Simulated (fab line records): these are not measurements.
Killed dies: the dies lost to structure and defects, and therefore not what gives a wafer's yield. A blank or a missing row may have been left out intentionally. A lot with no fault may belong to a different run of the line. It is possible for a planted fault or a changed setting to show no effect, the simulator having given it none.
2 desks looking at one fault + flow nand harc + every desk sees just its own numbers, and what lay behind them comes last

## AT THE METROLOGY DESK
What the gauges read for every lot (on any tool): the sampled wafers with a number, averaged. Any lot whose mean is over 4 standard deviations away from the usual mean is out of limits and marked OUT; that distance is given in the brackets.
Columns: A = thk nm at NHARC_A_ONON_D1_THK_MEAS_08, usual 1004 nm; B = thk nm at NHARC_A_ONON_D1_THK_MEAS_34, usual 200.1 nm; C = overlay x nm at NHARC_A_CHANNEL_HOLE_D1_OVL_MEAS_11, usual 0.4 nm; D = overlay y nm at NHARC_A_CHANNEL_HOLE_D1_OVL_MEAS_11, usual 0.3 nm
| lot  | first seen here | A    | B                | C    | D    |
|------|-----------------|------|------------------|------|------|
| L163 | day 7 15:22     | 1005 | 198.0            | 0.3  | -0.4 |
| L164 | day 8 03:03     | 997  | 203.3            | 0.6  | 0.4  |
| L166 | day 9 02:38     | 1007 | 200.7            | 2.2  | 1.6  |
| L168 | day 9 21:01     | 981  | 202.2            | 0.2  | -0.5 |
| L169 | day 10 07:12    | 999  | 199.4            | 0.5  | 0.4  |
| L171 | day 11 04:33    | 1016 | 188.9 (-4.3) OUT | 0.1  | -0.2 |
| L178 | day 14 05:10    | 1011 | 198.9            | 1.1  | 1.9  |
| L179 | day 14 23:42    | 1008 | 199.2            | 1.1  | -0.6 |
| L180 | day 14 23:43    | 1009 | 198.4            | 0.6  | -0.9 |
| L181 | day 15 15:50    | 1011 | 198.3            | -0.4 | -0.1 |
| L184 | day 16 03:23    | 1004 | 202.0            | 0.5  | -0.8 |
| L186 | day 17 10:57    | 1005 | 198.7            | -0.1 | -0.6 |
Finding of this desk: L171 out of limits; the first was L171 at day 11 16:46, on thk nm at NHARC_A_ONON_D1_THK_MEAS_34. L163, L164, L166, L168, L169, L178, L179, L180, L181, L184, L186 stayed within limits.

## DESK OF THE TOOL OWNER: pecvd-02
The tool's own readings at NHARC_A_ONON_D1_DEP_33 (deposits SiO2, target thk 200 nm): means of the sampled wafers that have a number, for each lot that ran on this tool. Any lot whose mean is over 4 standard deviations away from the usual mean is out of limits and marked OUT; that distance is given in the brackets.
Columns: A = heater power w at NHARC_A_ONON_D1_DEP_33, usual 571 W; B = rf fwd power W at NHARC_A_ONON_D1_DEP_33, usual 898.2 W; C = showerhead vpp V at NHARC_A_ONON_D1_DEP_33, usual 1837 V; D = throttle valve pct at NHARC_A_ONON_D1_DEP_33, usual 16.1 %
| lot  | first seen here | A   | B               | C    | D    |
|------|-----------------|-----|-----------------|------|------|
| L163 | day 8 04:41     | 483 | 901.3           | 1941 | 16.7 |
| L166 | day 9 13:44     | 637 | 898.8           | 1797 | 16.4 |
| L171 | day 11 16:23    | 670 | 776.2 (-49) OUT | 1693 | 16.0 |
| L180 | day 15 10:56    | 601 | 898.4           | 1870 | 16.4 |
Finding of this desk: L171 out of limits; the first was L171 at day 11 16:23, on rf fwd power W at NHARC_A_ONON_D1_DEP_33. L163, L166, L180 stayed within limits.

## PUT TOGETHER
The tool owner's desk had the chance to raise an alarm at day 11 16:23 on L171.
Metrology desk: alarm possible at day 11 16:46 on L171.
The lots listed all ran NHARC_A_ONON_D1_DEP_33 on pecvd-02.

## WHAT THE SIMULATOR HAD PUT IN
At NHARC_A_ONON_D1_DEP_33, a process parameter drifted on pecvd-02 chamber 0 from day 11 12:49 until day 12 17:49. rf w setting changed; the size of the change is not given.
Struck lots among those shown: L171.
Fault start to first reading out of limits, in hours, per desk: tool owner, 4; metrology, 4.
